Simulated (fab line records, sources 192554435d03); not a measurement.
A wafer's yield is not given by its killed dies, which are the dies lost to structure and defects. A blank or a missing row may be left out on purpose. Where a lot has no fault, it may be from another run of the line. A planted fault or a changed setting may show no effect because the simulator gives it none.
Lot-split experiment | flow n5-finfet | route with 1938 steps; 7 lots, 39 wafers read

== SPLIT DETAILS ==
At N5_SD_EPI_N_ETCH_35 (etches SOC in N2/H2, overetch 108 nm, time 486 s), the setting time-s was moved away from the recipe's 486 s on 12 of the 39 wafers read, by -17.2% to +19.8%. All remaining wafers had this setting at the recipe value.

== FROM THE SPLIT ON TO THE READING: in between, the file shows 1 step ==
- N5_SD_EPI_N_STRIP_36: strips in N2/H2

== THE READING ==
SiARC_of_SD_EPI_N_COAT_33.thk-nm (the simulator's own value, which no gauge read), in nm, at N5_SD_EPI_N_ETCHBACK_44 (etches SiNx in CH3F/O2, stops on SiO2, target depth 14.5 nm). No usual value for it is given in the file. Across the 27 wafers here that went through the recipe, the average is 16.0 nm and the standard deviation 0.44 nm.

wafer  | tool, chamber at the split | time-s as run, s | against the recipe | SiARC_of_SD_EPI_N_COAT_33.thk-nm, nm | against lot-mates on the recipe
L076.3 | rie-diel-06, 2             | 486              | recipe             | 16.2                                 | -
L076.6 | rie-diel-06, 2             | 486              | recipe             | 16.2                                 | -
L076.4 | rie-diel-06, 3             | 486              | recipe             | 15.8                                 | -
L077.1 | rie-diel-02, 2,1,3,3       | 486              | recipe             | 16.4                                 | -
L077.2 | rie-diel-02, 2,1,3,3       | 486              | recipe             | 16.2                                 | -
L077.4 | rie-diel-02, 2,1,3,3       | 486              | recipe             | 16.2                                 | -
L077.6 | rie-diel-02, 2,1,3,3       | 486              | recipe             | 16.2                                 | -
L077.3 | rie-diel-02, 0             | 486              | recipe             | 16.8                                 | -
L077.5 | rie-diel-02, 0             | 486              | recipe             | 16.8                                 | -
L082.1 | rie-diel-05, 1,3,2         | 582.1            | +19.8%             | 13.2                                 | -2.7
L082.5 | rie-diel-05, 1,3,2         | 582.1            | +19.8%             | 13.2                                 | -2.7
L082.2 | rie-diel-05, 2,1           | 486              | recipe             | 16.2                                 | -
L082.3 | rie-diel-05, 0             | 486              | recipe             | 15.6                                 | -
L082.4 | rie-diel-05, 1,3,2         | 582.1            | +19.8%             | 13                                   | -2.9
L082.6 | rie-diel-05, 2,1           | 486              | recipe             | 16                                   | -
L083.1 | rie-diel-05, 1             | 426.3            | -12.3%             | 18                                   | +2.4
L083.2 | rie-diel-05, 0             | 486              | recipe             | 15.6                                 | -
L083.3 | rie-diel-05, 3             | 486              | recipe             | 15.8                                 | -
L083.4 | rie-diel-05, 2,3           | 426.3            | -12.3%             | 17.8                                 | +2.2
L083.6 | rie-diel-05, 2,3           | 426.3            | -12.3%             | 17.8                                 | +2.2
L083.5 | rie-diel-05, 0             | 486              | recipe             | 15.4                                 | -
L093.1 | rie-diel-06, 0,2           | 486              | recipe             | 15.2                                 | -
L093.2 | rie-diel-06, 0,2           | 486              | recipe             | 15.4                                 | -
L093.3 | rie-diel-06, 1             | 486              | recipe             | 15.8                                 | -
L093.5 | rie-diel-06, 1             | 486              | recipe             | 15.8                                 | -
L093.4 | rie-diel-06, 2,0           | 486              | recipe             | 15.6                                 | -
L093.6 | rie-diel-06, 2,0           | 486              | recipe             | 15.6                                 | -
L094.1 | rie-diel-06, 2,0,3         | 486              | recipe             | 15.8                                 | -
L094.2 | rie-diel-06, 2,0,3         | 486              | recipe             | 15.8                                 | -
L094.3 | rie-diel-06, 2,0,3         | 486              | recipe             | 16                                   | -
L094.4 | rie-diel-06, 1             | 402.2            | -17.2%             | 18.8                                 | +2.9
L094.5 | rie-diel-06, 3,2           | 402.2            | -17.2%             | 18.4                                 | +2.5
L094.6 | rie-diel-06, 3,2           | 402.2            | -17.2%             | 18.4                                 | +2.5
L097.1 | rie-diel-02, 3             | 558.6            | +14.9%             | 13.8                                 | -2.7
L097.2 | rie-diel-02, 2             | 558.6            | +14.9%             | 14                                   | -2.5
L097.3 | rie-diel-02, 0             | 558.6            | +14.9%             | 14.6                                 | -1.9
L097.4 | rie-diel-02, 3,2           | 486              | recipe             | 16.2                                 | -
L097.5 | rie-diel-02, 3,2           | 486              | recipe             | 16.4                                 | -
L097.6 | rie-diel-02, 0             | 486              | recipe             | 17                                   | -
Rows listing several chambers each stand for several wafers; the file does not say which wafer went through which chamber.

THE FIT
A straight line over all 39 wafers: SiARC_of_SD_EPI_N_COAT_33.thk-nm changes by -0.142 nm for each +1% of time-s; r = -0.96; the points scatter about the line by 0.4 nm.
The same after taking each lot's own level away (the mean of its wafers on the recipe; 39 wafers): -0.156 nm for each +1%; r = -0.98; scatter 0.26 nm.
That fit puts the effect of the largest move of time-s on the reading at 3.1 nm.
Measured against the standard deviation above, the lots' own levels, which go from 15.57 to 16.53 nm, span 2.2 times it.
The two slopes are in agreement: the lot-to-lot level therefore moves the slope only a little.
Check: with one of the wafers moved furthest among these (+19.8%) left out of the fit, the line predicts -3.08 nm for it against its lot-mates. It came out at -2.73 nm against them.

== ADDITIONAL SPLITS CARRIED BY THESE WAFERS ==
Note: prior to the reading, these wafers also went through further splits. Each is held against what the fit with the lots' levels taken away leaves over:
other split on the same wafers        | wafers away from the commonest value | r with SiARC_of_SD_EPI_N_COAT_33.thk-nm (lot level and that fit taken away)
N5_PMOS_HMC_CHANNEL_EPI_EPI_20 temp-c | 12                                   | +0.36
N5_DUMMY_GATE_ETCH_37 source-w        | 18                                   | +0.03

== THE WHOLE CHAIN: every reading that the file lists as answering this split, in the file's order ==
step                    | what it does                                                | reading                                                                           | change (the file's fit)               | r (the file's)
N5_SD_EPI_N_ETCH_35     | etches SOC in N2/H2, overetch 108 nm, time 486 s            | SiARC_of_SD_EPI_N_COAT_33.thk-nm (the simulator's own value, which no gauge read) | -0.158 nm for each +1% of the setting | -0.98
N5_SD_EPI_N_ETCHBACK_44 | etches SiNx in CH3F/O2, stops on SiO2, target depth 14.5 nm | SiARC_of_SD_EPI_N_COAT_33.thk-nm (the simulator's own value, which no gauge read) | -0.155 nm for each +1% of the setting | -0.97

== THE FILE'S OWN FIT ==
SiARC_of_SD_EPI_N_COAT_33.thk-nm changes by -0.155 nm for each +1% of time-s, r = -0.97.
